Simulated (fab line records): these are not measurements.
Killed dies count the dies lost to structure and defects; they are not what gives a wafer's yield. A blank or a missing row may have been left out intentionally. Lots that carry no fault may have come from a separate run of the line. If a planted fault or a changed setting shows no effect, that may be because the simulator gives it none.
A lot that was struck, set against a sound lot ; flow nand harc ; 17 steps out of a route of 1302
Sound: these wafers, L638.1, L638.2, L638.4. The struck wafers were L630.1, L630.3, L630.6. The cause is named last.
Per side, at each step with rows, come the tool, then ch with its chambers, and then its first start. Under that, the readings that differ: sound wafers ; struck wafers ; difference of the means ; sigmas: that difference in standard deviations of wafers without a fault.
alike: readings with means less than 2 such deviations apart, plus words and numbers identical on both sides. not compared: withheld readings, readings lacking a value on some wafer, bounds such as >300 that could conceal the same value, and numbers that have no deviation in the record and whose values overlap.
Wherever a step has rows on one side only, a row that says differs or no value, or a row with sigmas, the two part there. Numbers that have no deviation but don't overlap get no sigmas and don't part them. A reading that every wafer of one side lacks parts them only if that side has two wafers or more.

NHARC_A_SGD_CUT_CD_MEAS_09: target cd 100 nm.
  sound on cd sem-02 ch 0, day 25 09:23; struck on cd sem-03 ch 0, day 22 02:56
  alike: cd nm
NHARC_A_SGD_CUT_OVL_MEAS_10:
  sound on overlay-02 at day 25 09:29; struck on overlay-01 at day 22 03:01
  alike: overlay x nm, overlay y nm
NHARC_A_SGD_CUT_INSPECT_11:
  sound on defect inspect-01 at day 25 09:31; struck on defect inspect-01 at day 22 03:04
reading;sound;struck;difference;sigmas
raw defect count;54 46 68;109 115 114;+57;+2
NHARC_A_SGD_CUT_DESCUM_14: chemistry O2, time 3 s.
  sound on rie diel-09 ch 0,2,3, day 25 09:34; struck on rie diel-03 ch 0,2,3, day 22 03:08
  alike: drypump motor current A, oes product au, rf vpp V, showerhead plenum p Torr, throttle valve pct
  not compared: rf hours counter h
NHARC_A_SGD_CUT_ETCH_58: etches the open film in CF4, target depth 39 nm, time 65 s.
  sound on rie diel-09 ch 0,1,3, day 25 09:40; struck on rie diel-03 ch 1,3, day 22 03:13
  alike: bias w, drypump motor current A, oes product au, rf vpp V, showerhead plenum p Torr, throttle valve pct
  not compared: rf hours counter h
then, 1 step without rows for these wafers: NHARC_A_SGD_CUT_ETCH_59 (etches the open film in N2/H2, target depth 260 nm, time 406.25 s).
NHARC_A_SGD_CUT_ETCH_15: etches the open film in CH3F/O2, target depth 75 nm, time 64.3 s.
  sound: rie diel-09 ch 0,1,3; struck: rie diel-03 ch 0,3
  alike: bias w, drypump motor current A, oes product au, rf vpp V, showerhead plenum p Torr, throttle valve pct
  not compared: rf hours counter h
NHARC_A_SGD_CUT_ETCH_16: etches the open film in C4F8/O2/Ar, target depth 310.5 nm, time 155.2 s.
  sound: rie diel-09 ch 1,2,3; struck: rie diel-03 ch 0,1,3
  alike: bias w, oes product au, rf vpp V
  not compared: rf hours counter h
then, 1 step without rows for these wafers: NHARC_A_SGD_CUT_STRIP_60 (strips in C4F8/O2/Ar).
NHARC_A_SGD_CUT_STRIP_17: strips in O2.
  sound: rie diel-09 ch 0,2,3; struck: rie diel-03 ch 0,1,3
  alike: drypump motor current A, oes product au, rf vpp V, showerhead plenum p Torr, throttle valve pct
  not compared: rf hours counter h
then, 2 steps without rows for these wafers: NHARC_A_SGD_CUT_PRECLEAN_18 (cleans in SC1); NHARC_A_SGD_CUT_SRD_19.
NHARC_A_SGD_CUT_DEP_20: deposits SiO2, target thk 150 nm.
  sound on fcvd-01 ch 0,1, day 25 10:41; struck on fcvd-01 ch 0,1, day 22 04:14
  not compared: susceptor temp C
then, 1 step without rows for these wafers: NHARC_A_SGD_CUT_ANNEAL_27 (time 1800 s).
NHARC_A_SGD_CUT_CMP_21: polishes, target thk 148.19 nm.
  sound on cmp-04 ch 0,1,2, day 25 15:08; struck on cmp-04 ch 1,2,3, day 22 08:46
reading;sound;struck;difference;sigmas
time to endpoint s (s);49 44 53;13 14 10;-36;-8
  alike: motor current A, slurry filter dp kPa
NHARC_A_SGD_CUT_THK_MEAS_22: measures by ellipsometry.
  sound on film metro-01 at day 25 15:23; struck on film metro-02 at day 22 09:10
reading;sound;struck;difference;sigmas
thk nm (nm);148.3 145.7 147.6;48.2 49.2 50.3;-98.0;-61
  not compared: hold
NHARC_END_SORT_01:
  the record has rows for the sound wafers here (prober-01 ch 0, day 30 08:56) and none for the struck ones

== WHERE THEY PART ==
At NHARC_A_SGD_CUT_INSPECT_11 first; at NHARC_END_SORT_01 last (within this record only).

WHY: what the simulator had put in
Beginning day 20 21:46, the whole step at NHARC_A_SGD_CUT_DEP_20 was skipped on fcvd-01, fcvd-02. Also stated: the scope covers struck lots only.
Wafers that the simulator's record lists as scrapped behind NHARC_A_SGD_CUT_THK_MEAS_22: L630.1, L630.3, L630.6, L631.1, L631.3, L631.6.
